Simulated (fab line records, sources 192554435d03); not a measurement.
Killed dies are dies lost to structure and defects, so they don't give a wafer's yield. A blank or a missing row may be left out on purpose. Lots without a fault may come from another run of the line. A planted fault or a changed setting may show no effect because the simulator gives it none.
Split-lot experiment | flow n5_finfet | 7 lots, 21 wafers read, on a route of 1938 steps

THE SPLIT
At N5_FIN_CUT_COAT_19 (time 60 s, resist thk 20 nm), the setting spin_rpm was moved away from the recipe's 1500 rpm on 3 of the 21 wafers read, by -6.7% to +5.2%. The other wafers ran this setting at the recipe's value.

FROM THE SPLIT TO THE READING: what the file shows between them, 6 steps
- N5_FIN_CUT_EXPOSE_05: exposes mask FIN CUT (also split here: dose_mj)
- N5_FIN_CUT_PEB_06: peb time 60 s
- N5_FIN_CUT_DEVELOP_07: develop time 30 s
- N5_FIN_CUT_CD_MEAS_08: target cd 29.1 nm
- N5_FIN_CUT_DESCUM_13: chemistry O2, time 7 s
- N5_FIN_CUT_ETCH_30: etches underlayer in N2/H2, target depth 13 nm, time 10.4 s

THE READING
etch.depth_nm (the simulator's own value, which no gauge read), in nm, at N5_FIN_CUT_ETCH_20 (etches SiARC in CF4, target depth 26 nm, time 43.3 s). The file gives no usual value for it. The 18 wafers here that ran the recipe average 19.99 nm, standard deviation 0.055 nm.

wafer  | tool, chamber at the split | spin_rpm as run, rpm | against the recipe | etch.depth_nm, nm | against lot-mates on the recipe
L086.3 | litho_track-01, 0          | 1500                 | recipe             | 19.93             | -
L086.4 | litho_track-01, 0          | 1500                 | recipe             | 19.85             | -
L086.6 | litho_track-01, 0          | 1500                 | recipe             | 19.96             | -
L087.1 | litho_track-05, 0          | 1500                 | recipe             | 20.04             | -
L087.3 | litho_track-05, 0          | 1500                 | recipe             | 20.13             | -
L087.6 | litho_track-05, 0          | 1578                 | +5.2%              | 19.51             | -0.57
L088.3 | litho_track-01, 0          | 1435                 | -4.3%              | 20.38             | +0.40
L088.4 | litho_track-01, 0          | 1500                 | recipe             | 20                | -
L088.5 | litho_track-01, 0          | 1500                 | recipe             | 19.95             | -
L090.1 | litho_track-05, 0          | 1500                 | recipe             | 20                | -
L090.5 | litho_track-05, 0          | 1500                 | recipe             | 19.96             | -
L090.6 | litho_track-05, 0          | 1500                 | recipe             | 19.96             | -
L093.2 | litho_track-05, 0          | 1500                 | recipe             | 19.95             | -
L093.4 | litho_track-05, 0          | 1500                 | recipe             | 20                | -
L093.5 | litho_track-05, 0          | 1500                 | recipe             | 20.01             | -
L096.1 | litho_track-01, 0          | 1500                 | recipe             | 20.01             | -
L096.2 | litho_track-01, 0          | 1500                 | recipe             | 19.98             | -
L096.6 | litho_track-01, 0          | 1400                 | -6.7%              | 20.77             | +0.77
L097.4 | litho_track-01, 0          | 1500                 | recipe             | 20.03             | -
L097.5 | litho_track-01, 0          | 1500                 | recipe             | 20.02             | -
L097.6 | litho_track-01, 0          | 1500                 | recipe             | 20                | -

THE FIT
A straight line over all 21 wafers: etch.depth_nm changes by -0.104 nm for each +1% of spin_rpm; r = -0.97; the points scatter about the line by 0.061 nm.
The same after taking each lot's own level away (the mean of its wafers on the recipe; 21 wafers): -0.11 nm for each +1%; r = -0.99; scatter 0.035 nm.
On that fit, the largest move of spin_rpm shifts the reading by 0.73 nm.
The lots' own levels span 19.913 to 20.085 nm, that is 3.1 times the standard deviation above.
So the lot-to-lot level changes the slope little: the two slopes agree.
Check: with one of the wafers moved furthest among these (-6.7%) left out of the fit, the line predicts +0.686 nm for it against its lot-mates. It came out at +0.775 nm against them.

OTHER SPLITS ON THESE WAFERS
These wafers also went through other splits before the reading. Each is held against what the fit with the lots' levels taken away leaves over:
other split on the same wafers            | wafers away from the commonest value | r with etch.depth_nm (lot level and that fit taken away)
N5_ZERO_LAYER_EXPOSE_08 dose_mj           | 10                                   | +0.17
N5_PMOS_HMC_CHANNEL_EPI_PEB_07 peb_temp_c | 4                                    | +0.12
N5_FIN_CUT_EXPOSE_05 dose_mj              | 6                                    | -0.02

THE WHOLE CHAIN: every reading that the file lists as answering this split, in the file's order
step               | what it does                                         | reading                                                                          | change (the file's fit)               | r (the file's)
N5_FIN_CUT_COAT_19 | time 60 s, resist thk 20 nm                          | SiARC_of_FIN_CUT_COAT_19.thk_nm (the simulator's own value, which no gauge read) | -0.107 nm for each +1% of the setting | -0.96
N5_FIN_CUT_ETCH_20 | etches SiARC in CF4, target depth 26 nm, time 43.3 s | etch.depth_nm (the simulator's own value, which no gauge read)                   | -0.11 nm for each +1% of the setting  | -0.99

THE FILE'S OWN FIT
etch.depth_nm changes by -0.11 nm for each +1% of spin_rpm, r = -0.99.
